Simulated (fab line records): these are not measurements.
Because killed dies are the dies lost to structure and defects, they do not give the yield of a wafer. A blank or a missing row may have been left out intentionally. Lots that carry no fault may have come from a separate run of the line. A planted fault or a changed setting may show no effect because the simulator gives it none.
fab line records	flow n5-finfet
record lots=7	wafers=21
route steps=1938 shown BEOL_M14@1719 BEOL_M15@1797 TV_LITHO@1879 PASSIVATION@1930
start-h: hours from the record's opening day to when the first of the lot's shown wafers began	wait-h: hours since the lot's step before	" same as the row above	L1.1+2: one row covering several wafers at once	- no value, or no start given	* or withheld: withheld	< > ~ a bound
route shown NAME@n: a module of which the file shows steps, and the number in the route of the first	usual: the fault-free wafers' mean and standard deviation	same: alike in all rows	chamber/n: place in a boat	sites: readings site by site	_std_site: the values' standard deviation	_edge_site: outer sites' mean less inner sites'	radius-mm: for every site, how far away it sits from the centre of the wafer	mask NAME#n: copy n	behind: the tool/chamber that last shaped the wafer	hold: what put the lot on hold/how long, in hours/how the hold closed	device: names the non-switching transistor (n, p or np)	end of line: tests run on the same wafers once the route is complete	a step without rows: its recipe alone	killed: the dies lost at the first sort to structure and to defects; this is not the yield of the wafer	map: per-die view of a wafer (x killed, . not killed, _ where there is no die)
set.NAME: the setting as run; set.NAME@STEP: as run at that earlier step	model.NAME: the simulator's own value behind a step, which no gauge read
lots with deliberately changed settings; one table per step, one row per wafer
## steps
# step N5_BEOL_M14_COAT_04
# recipe spin-rpm=1704	resist-thk-nm=800
lot.wafer	tool	chamber	start-h	wait-h	set.spin-rpm	model.coat_of_BEOL_M14_COAT_04.thk-nm
L077.1	litho-track-05	0	-	-	1650	817.6
L077.3	"	0	"	"	1704	803
L077.4	"	0	"	"	1650	816.6
L078.1	litho-track-05	0	-	-	1818	777.8
L078.2	"	0	"	"	1818	777.2
L078.4	"	0	"	"	1704	803.8
L079.1	litho-track-03	0	-	-	1540	840.8
L079.2	"	0	"	"	1704	798.4
L079.6	"	0	"	"	1540	841
L082.2	litho-track-05	0	-	-	1704	800
L082.4	"	0	"	"	1704	801.2
L082.5	"	0	"	"	1704	802.4
L083.1	litho-track-03	0	-	-	1774	784
L083.2	"	0	"	"	1704	800.8
L083.6	"	0	"	"	1774	782.6
L087.1	litho-track-02	0	-	-	1543	838.6
L087.2	"	0	"	"	1704	797.6
L087.4	"	0	"	"	1543	840.6
L089.1	litho-track-03	0	-	-	1704	799.2
L089.2	"	0	"	"	1514	846.4
L089.4	"	0	"	"	1704	800.8
# step N5_BEOL_M14_EBR_06
# recipe solvent=PGMEA	ebr-width-mm=1.5
# step N5_BEOL_M14_SOFTBAKE_05
# recipe temp-c=130	time-s=60
# step N5_BEOL_M14_DESCUM_15
# recipe chemistry=O2	time-s=7.9	source-power-w=50	bias-power-w=20	pressure-mtorr=20	rf-frequency-hz=2.712e+07	temp-c=40	o2-flow-sccm=225
# step N5_BEOL_M14_ETCH_59
# recipe chemistry=N2/H2	target=BARC	target-depth-a=890	overetch-a=267	time-s=67.9	ion-energy-ev=200	pressure-mtorr=30	source-w=840	bias-w=150	n2-flow-sccm=200	h2-flow-sccm=200
lot.wafer	tool	chamber	start-h	wait-h	set.spin-rpm@BEOL_M14_COAT_04	model.coat_of_BEOL_M14_COAT_04.thk-nm
L077.1	rie-diel-05	0	276.86	0.0	1650	730.2
L077.3	"	1	"	"	1704	718.6
L077.4	"	1	"	"	1650	732.4
L078.1	rie-diel-05	1	277.59	0.0	1818	693.4
L078.2	"	0	"	"	1818	690
L078.4	"	1	"	"	1704	719.4
L079.1	rie-diel-05	0	283.45	0.0	1540	753.6
L079.2	"	2	"	"	1704	715.4
L079.6	"	2	"	"	1540	758.2
L082.2	rie-diel-04	1	297.89	0.0	1704	713.4
L082.4	"	3	"	"	1704	720.8
L082.5	"	2	"	"	1704	721.8
L083.1	rie-diel-06	2	306.96	0.0	1774	702.6
L083.2	"	3	"	"	1704	719
L083.6	"	2	"	"	1774	700.8
L087.1	rie-diel-06	1	321.35	0.0	1543	754.2
L087.2	"	3	"	"	1704	716.6
L087.4	"	3	"	"	1543	759
L089.1	rie-diel-05	1	329.61	0.0	1704	714.8
L089.2	"	0	"	"	1514	759.6
L089.4	"	1	"	"	1704	716.2
# step N5_BEOL_M14_VIA_ETCH_16
# recipe chemistry=C4F8/O2/Ar	target=SiO2	he-inner-torr=15	he-outer-torr=30	target-depth-a=12313	time-s=withheld	ion-energy-ev=800	pressure-mtorr=20	source-w=1905	bias-w=2040	Ar_flow_sccm=400	C4F8_flow_sccm=16	O2_flow_sccm=12	ends=cleared
lot.wafer	tool	chamber	start-h	wait-h	set.time-s@BEOL_M14_ILD_DEP_00	set.spin-rpm@BEOL_M14_COAT_04	model.etch.depth-nm	model.coat_of_BEOL_M14_COAT_04.thk-nm
L077.1	rie-diel-05	0	276.91	0.0	*	1650	1111	470.6
L077.3	"	1	"	"	*	1704	1139	450.8
L077.4	"	1	"	"	*	1650	1157	460.2
L078.1	rie-diel-05	1	277.64	0.0	*	1818	1115	431.2
L078.2	"	0	"	"	*	1818	1138	424
L078.4	"	1	"	"	*	1704	1126	454.6
L079.1	rie-diel-05	0	283.51	0.0	*	1540	1129	489.8
L079.2	"	2	"	"	*	1704	1128	451.8
L079.6	"	2	"	"	*	1540	1152	488.8
L082.2	rie-diel-04	1	297.94	0.0	*	1704	1121	443.8
L082.4	"	3	"	"	*	1704	1145	454.8
L082.5	"	2	"	"	*	1704	1123	461
L083.1	rie-diel-06	2	307.04	0.1	*	1774	1097	438
L083.2	"	3	"	"	*	1704	1109	454.8
L083.6	"	2	"	"	*	1774	1125	429.4
L087.1	rie-diel-06	1	321.41	0.0	*	1543	1285	462.2
L087.2	"	3	"	"	*	1704	1284	410.8
L087.4	"	3	"	"	*	1543	1151	484.8
L089.1	rie-diel-05	1	329.66	0.0	*	1704	1121	451
L089.2	"	0	"	"	*	1514	1120	497.8
L089.4	"	1	"	"	*	1704	1130	450.4
# step N5_BEOL_M14_STRIP_63
# recipe chemistry=O2	power-w=600	temp-c=60	pressure-mtorr=30	rf-frequency-hz=6e+07	bias-power-w=0	overash-fraction=0.3	o2-flow-sccm=225
# step N5_BEOL_M14_STRIP_64
# recipe chemistry=O2	power-w=600	temp-c=60	pressure-mtorr=30	rf-frequency-hz=6e+07	bias-power-w=0	overash-fraction=0.3	o2-flow-sccm=225
# step N5_BEOL_M14_STRIP_37
# recipe chemistry=O2	power-w=600	temp-c=60	pressure-mtorr=30	rf-frequency-hz=6e+07	bias-power-w=0	overash-fraction=0.3	o2-flow-sccm=225
# step N5_BEOL_M14_ETCH_38
# recipe chemistry=CF4/N2	target=SiCN	target-depth-a=1065	taper-deg=2	time-s=120.6	ion-energy-ev=150	mask-material=SiO2	pressure-mtorr=40	source-w=430	bias-w=70	Ar_flow_sccm=100	cf4-flow-sccm=60	n2-flow-sccm=60
lot.wafer	tool	chamber	start-h	wait-h	set.time-s@BEOL_M14_ILD_DEP_00	model.SiO2_of_BEOL_M14_ILD_DEP_00.thk-nm
L077.1	rie-diel-04	0	-	-	237.4	1046
L077.3	"	1	"	"	237.4	1071
L077.4	"	3	"	"	237.4	1093
L078.1	rie-diel-06	0	-	-	237.4	1049
L078.2	"	1	"	"	237.4	1075
L078.4	"	3	"	"	237.4	1061
L079.1	rie-diel-05	0	-	-	237.4	1058
L079.2	"	2	"	"	237.4	1064
L079.6	"	0	"	"	237.4	1082
L082.2	rie-diel-04	0	-	-	237.4	1057
L082.4	"	2	"	"	237.4	1082
L082.5	"	1	"	"	237.4	1055
L083.1	rie-diel-05	2	-	-	227.4	1034
L083.2	"	0	"	"	237.4	1040
L083.6	"	2	"	"	237.4	1062
L087.1	rie-diel-04	3	-	-	272.6	1222
L087.2	"	0	"	"	272.6	1220
L087.4	"	2	"	"	237.4	1088
L089.1	rie-diel-06	3	-	-	237.4	1058
L089.2	"	2	"	"	237.4	1057
L089.4	"	0	"	"	237.4	1066
# step N5_BEOL_M15_COAT_22
# recipe spin-rpm=1704	resist-thk-nm=800
lot.wafer	tool	chamber	start-h	wait-h	set.spin-rpm	model.coat_of_BEOL_M15_COAT_22.thk-nm
L077.1	litho-track-01	0	-	-	1704	800.6
L077.3	"	0	"	"	1704	801.6
L077.4	"	0	"	"	1704	799.8
L078.1	litho-track-05	0	-	-	1704	802.2
L078.2	"	0	"	"	1653	814.2
L078.4	"	0	"	"	1704	799.6
L079.1	litho-track-04	0	-	-	1519	839.8
L079.2	"	0	"	"	1704	796.4
L079.6	"	0	"	"	1519	843.8
L082.2	litho-track-04	0	-	-	1704	794.6
L082.4	"	0	"	"	1704	796
L082.5	"	0	"	"	1704	796.4
L083.1	litho-track-04	0	-	-	1704	796.2
L083.2	"	0	"	"	1704	799.8
L083.6	"	0	"	"	1704	798.8
L087.1	litho-track-01	0	-	-	1704	800.6
L087.2	"	0	"	"	1704	803.4
L087.4	"	0	"	"	1704	799.8
L089.1	litho-track-01	0	-	-	1704	800.2
L089.2	"	0	"	"	1554	837.6
L089.4	"	0	"	"	1704	800
# step N5_BEOL_M15_EBR_24
# recipe solvent=PGMEA	ebr-width-mm=1.5
# step N5_BEOL_M15_SOFTBAKE_23
# recipe temp-c=130	time-s=60
# step N5_BEOL_M15_DESCUM_33
# recipe chemistry=O2	time-s=7.9	source-power-w=50	bias-power-w=20	pressure-mtorr=20	rf-frequency-hz=2.712e+07	temp-c=40	o2-flow-sccm=225
# step N5_BEOL_M15_ETCH_61
# recipe chemistry=N2/H2	target=BARC	target-depth-a=890	overetch-a=267	time-s=67.9	ion-energy-ev=200	pressure-mtorr=30	source-w=840	bias-w=150	n2-flow-sccm=200	h2-flow-sccm=200
# step N5_BEOL_M15_TRENCH_ETCH_34
# recipe chemistry=C4F8/O2/Ar	target=SiO2	target-depth-a=8729.3	he-inner-torr=15	he-outer-torr=30	time-s=199	ion-energy-ev=800	pressure-mtorr=20	source-w=1905	bias-w=2040	Ar_flow_sccm=400	C4F8_flow_sccm=16	O2_flow_sccm=12
lot.wafer	tool	chamber	start-h	wait-h	set.spin-rpm@BEOL_M15_COAT_22	model.coat_of_BEOL_M15_COAT_22.thk-nm
L077.1	rie-diel-03	0	286.02	0.0	1704	554.8
L077.3	"	2	"	"	1704	546.2
L077.4	"	1	"	"	1704	545.8
L078.1	rie-diel-02	3	286.21	0.0	1704	542
L078.2	"	1	"	"	1653	563.8
L078.4	"	2	"	"	1704	544.2
L079.1	rie-diel-02	2	292.82	0.0	1519	583.4
L079.2	"	3	"	"	1704	535
L079.6	"	3	"	"	1519	582.8
L082.2	rie-diel-01	2	306.44	0.0	1704	535.6
L082.4	"	3	"	"	1704	539.4
L082.5	"	0	"	"	1704	532.8
L083.1	rie-diel-03	0	315.82	0.0	1704	546.8
L083.2	"	1	"	"	1704	544.8
L083.6	"	0	"	"	1704	550.8
L087.1	rie-diel-01	0	331.55	0.0	1704	536.4
L087.2	"	1	"	"	1704	545
L087.4	"	3	"	"	1704	544.4
L089.1	rie-diel-01	0	335.66	0.0	1704	535.8
L089.2	"	1	"	"	1554	577.4
L089.4	"	3	"	"	1704	542.6
# step N5_PASSIVATION_EXPOSE_07
# recipe mask-id=TV	na=0.55	source-shape=conventional	sigma-outer=0.8	polarization=unpolarized	defocus-nm=0	target-cd-nm=3000	dose-mj=22.75
lot.wafer	tool	chamber	start-h	wait-h	mask	set.dose-mj
L077.1+3	krf-scanner-01	0	297.45	-	TV#0	22.75
L077.4	"	0	"	"	TV#0	24.24
L078.1+4	krf-scanner-02	0	298.19	-	TV#0	22.75
L078.2	"	0	"	"	TV#0	24.42
L079.1	krf-scanner-01	0	301.82	-	TV#0	22.75
L079.2+6	"	0	"	"	TV#0	21.13
L082.2+4+5	krf-scanner-01	0	314.57	-	TV#0	22.75
L083.1	krf-scanner-02	0	324.77	-	TV#0	21.35
L083.2+6	"	0	"	"	TV#0	22.75
L087.1	krf-scanner-02	0	341.94	-	TV#0	22.75
L087.2+4	"	0	"	"	TV#0	21.25
L089.1+2+4	krf-scanner-01	0	345.73	-	TV#0	22.75
# step N5_PASSIVATION_PEB_08
# recipe peb-temp-c=withheld	peb-time-s=*
# step N5_PASSIVATION_DEVELOP_09
# recipe develop-time-s=60	rinse-liquid=diw	dry=air-spin	dev-temp-c=21
# step N5_PASSIVATION_HARDBAKE_11
# recipe temp-c=130	time-s=120
# step N5_PASSIVATION_CD_MEAS_10
# recipe target-cd-nm=3000	landing-energy-ev=500	detector=se-inlens
# usual cd-nm=2998/3.1
lot.wafer	tool	chamber	start-h	wait-h	set.dose-mj@PASSIVATION_EXPOSE_07	cd-nm
L077.1	cd-sem-01	0	297.63	-	22.75	3004
L077.3	"	0	"	"	22.75	2999
L077.4	"	0	"	"	24.24	3015
L078.1	cd-sem-02	0	298.36	-	22.75	3000
L078.2	"	0	"	"	24.42	3013
L078.4	"	0	"	"	22.75	2999
L079.1	cd-sem-02	0	302.00	-	22.75	3003
L079.2	"	0	"	"	21.13	2982
L079.6	"	0	"	"	21.13	2981
L082.2	cd-sem-03	0	314.74	-	22.75	3002
L082.4	"	0	"	"	22.75	3001
L082.5	"	0	"	"	22.75	2997
L083.1	cd-sem-01	0	324.95	-	21.35	2982
L083.2	"	0	"	"	22.75	3001
L083.6	"	0	"	"	22.75	2996
L087.1	cd-sem-03	0	342.11	-	22.75	2997
L087.2	"	0	"	"	21.25	2979
L087.4	"	0	"	"	21.25	2980
L089.1	cd-sem-01	0	345.91	-	22.75	2990
L089.2	"	0	"	"	22.75	2995
L089.4	"	0	"	"	22.75	2996
# step N5_PASSIVATION_DESCUM_12
# recipe chemistry=O2	time-s=7.9	source-power-w=50	bias-power-w=20	pressure-mtorr=20	rf-frequency-hz=2.712e+07	temp-c=40	o2-flow-sccm=225
lot.wafer	tool	chamber	start-h	wait-h	set.dose-mj@PASSIVATION_EXPOSE_07	model.TV_LITHO.cd-nm
L077.1	rie-diel-02	0	298.55	0.9	22.75	3004
L077.3	"	1	"	"	22.75	2999
L077.4	"	3	"	"	24.24	3016
L078.1+4	rie-diel-03	1,2	298.67	0.3	22.75	2999
L078.2	"	3	"	"	24.42	3013
L079.1	rie-diel-03	3	302.09	0.0	22.75	3002
L079.2	"	0	"	"	21.13	2982
L079.6	"	3	"	"	21.13	2981
L082.2	rie-diel-03	3	314.83	0.0	22.75	3002
L082.4	"	2	"	"	22.75	3001
L082.5	"	2	"	"	22.75	2997
L083.1	rie-diel-02	1	325.03	0.0	21.35	2982
L083.2	"	2	"	"	22.75	3001
L083.6	"	1	"	"	22.75	2995
L087.1	rie-diel-01	3	342.41	0.2	22.75	2997
L087.2	"	2	"	"	21.25	2979
L087.4	"	1	"	"	21.25	2981
L089.1	rie-diel-02	1	346.00	0.0	22.75	2990
L089.2	"	2	"	"	22.75	2995
L089.4	"	0	"	"	22.75	2996
# step N5_PASSIVATION_ETCH_54
# recipe chemistry=CHF3/O2	target=SiO2	target-depth-a=8800	CHF3_flow_sccm=50	O2_flow_sccm=5	Ar_flow_sccm=200	time-s=440	mask-material=PR	pressure-mtorr=30	source-w=650	bias-w=170	ion-energy-ev=200
lot.wafer	tool	chamber	start-h	wait-h	set.source-w	model.PASSIVATION.feature-depth-nm	model.etch.depth-nm
L077.1	rie-diel-04	1	303.61	0.1	650	918.2	918.2
L077.3	"	3	"	"	650	880.4	880.4
L077.4	"	2	"	"	650	893.8	893.7
L078.1	rie-diel-06	0	304.42	0.1	650	879.8	879.8
L078.2	"	3	"	"	650	882.6	882.7
L078.4	"	3	"	"	722.7	921.6	921.7
L079.1	rie-diel-05	1	306.71	0.1	536.3	835.2	835.2
L079.2	"	2	"	"	650	874	874
L079.6	"	1	"	"	650	902.2	902.2
L082.2	rie-diel-06	3	320.86	0.1	650	877.6	877.6
L082.4	"	2	"	"	650	882.6	882.5
L082.5	"	3	"	"	650	878.6	878.6
L083.1	rie-diel-04	0	329.65	0.1	650	865	865
L083.2	"	2	"	"	650	882	882.1
L083.6	"	3	"	"	694	882	882
L087.1	rie-diel-06	1	346.19	0.1	650	881.8	881.9
L087.2	"	3	"	"	650	882.6	882.7
L087.4	"	1	"	"	580.3	846.4	846.4
L089.1	rie-diel-04	2	350.15	0.1	650	869.2	869.3
L089.2	"	0	"	"	607	839.2	839.3
L089.4	"	3	"	"	650	860.4	860.4
## key
split step=N5_BEOL_M14_COAT_04	setting=spin-rpm	stated=1704	by=wafer
response step=N5_BEOL_M14_COAT_04	reading=model.coat_of_BEOL_M14_COAT_04.thk-nm	change=-4.28	per=1%	r=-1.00
response step=N5_BEOL_M14_ETCH_59	reading=model.coat_of_BEOL_M14_COAT_04.thk-nm	change=-4.12	per=1%	r=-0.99
response step=N5_BEOL_M14_VIA_ETCH_16	reading=model.coat_of_BEOL_M14_COAT_04.thk-nm	change=-4.74	per=1%	r=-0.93
split step=N5_BEOL_M15_COAT_22	setting=spin-rpm	stated=1704	by=wafer
response step=N5_BEOL_M15_COAT_22	reading=model.coat_of_BEOL_M15_COAT_22.thk-nm	change=-4.22	per=1%	r=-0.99
response step=N5_BEOL_M15_TRENCH_ETCH_34	reading=model.coat_of_BEOL_M15_COAT_22.thk-nm	change=-4.5	per=1%	r=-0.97
split step=N5_PASSIVATION_EXPOSE_07	setting=dose-mj	stated=22.75	by=wafer
response step=N5_PASSIVATION_CD_MEAS_10	reading=cd-nm	change=+2.44	per=1%	r=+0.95
response step=N5_PASSIVATION_DESCUM_12	reading=model.TV_LITHO.cd-nm	change=+2.44	per=1%	r=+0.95
split step=N5_PASSIVATION_ETCH_54	setting=source-w	stated=650	by=wafer
response step=N5_PASSIVATION_ETCH_54	reading=model.PASSIVATION.feature-depth-nm	change=+3.13	per=1%	r=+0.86
response step=N5_PASSIVATION_ETCH_54	reading=model.etch.depth-nm	change=+3.13	per=1%	r=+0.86
split outside-this-file step=N5_BEOL_M14_ILD_DEP_00 setting=time-s
# split outside-this-file: this setting was split too, and the file shows its column; the key of that split is in another file
